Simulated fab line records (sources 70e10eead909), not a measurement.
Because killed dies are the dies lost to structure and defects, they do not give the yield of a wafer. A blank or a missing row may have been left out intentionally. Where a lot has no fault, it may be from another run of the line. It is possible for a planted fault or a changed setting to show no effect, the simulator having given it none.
Which tool is to blame? :: flow nand_harc :: 36 wafers sampled from 12 lots at 1 step of a route of 1302

## WHAT EACH GAUGE READ, for each wafer
NHARC_A_CONTACT_CD_MEAS_08: target cd 200 nm.
lot: L074
measured: day 22 16:05
on: cd_sem-01
cd_nm (nm): 198.9 200.1 198.9

lot: L077
measured: day 23 05:49
on: cd_sem-03
cd_nm (nm): 199.6 200.1 199.8

lot: L079
measured: day 24 13:31
on: cd_sem-03
cd_nm (nm): 200.1 200.0 199.6

lot: L081
measured: day 25 14:13
on: cd_sem-02
cd_nm (nm): 199.2 199.9 199.9

lot: L083
measured: day 26 04:59
on: cd_sem-02
cd_nm (nm): 200.1 200.1 199.8

lot: L086
measured: day 27 00:47
on: cd_sem-03
cd_nm (nm): 199.6 199.9 200.1

lot: L085
measured: day 27 06:59
on: cd_sem-02
cd_nm (nm): 200.9 200.6 201.0

lot: L089
measured: day 28 08:38
on: cd_sem-01
cd_nm (nm): 199.8 199.7 199.2

lot: L091
measured: day 29 14:02
on: cd_sem-01
cd_nm (nm): 199.7 199.2 200.4

lot: L093
measured: day 30 02:48
on: cd_sem-03
cd_nm (nm): 200.5 200.6 200.9

lot: L096
measured: day 30 22:01
on: cd_sem-02
cd_nm (nm): 200.4 201.2 200.1

lot: L097
measured: day 31 15:39
on: cd_sem-02
cd_nm (nm): 199.8 199.7 199.5

## TOOL THAT RAN EACH LOT (tool first, then ch and the chambers of the sampled wafers, then the start)
Before these readings, the record contains no process step.

## THE ANSWER, worked out from the rows above alone
Rule: the lots themselves supply what counts as usual. Put in order of their means at a reading, lots are off if they are a third of the lots or fewer, leave a main group of 4 or more, and stand apart from it by a gap of 3 or more times the standard deviation of the main group's means; of several such gaps the widest counts. A main group is skipped when, at the precision printed for the reading in the tables above, its means are all equal. Also off: a lot with no number at a reading for which 4 or more lots have one. Any other lot the step has rows for is counted as sound.
None of the lots is off at any reading shown; this tells nothing.

## WHAT THE SIMULATOR PUT IN
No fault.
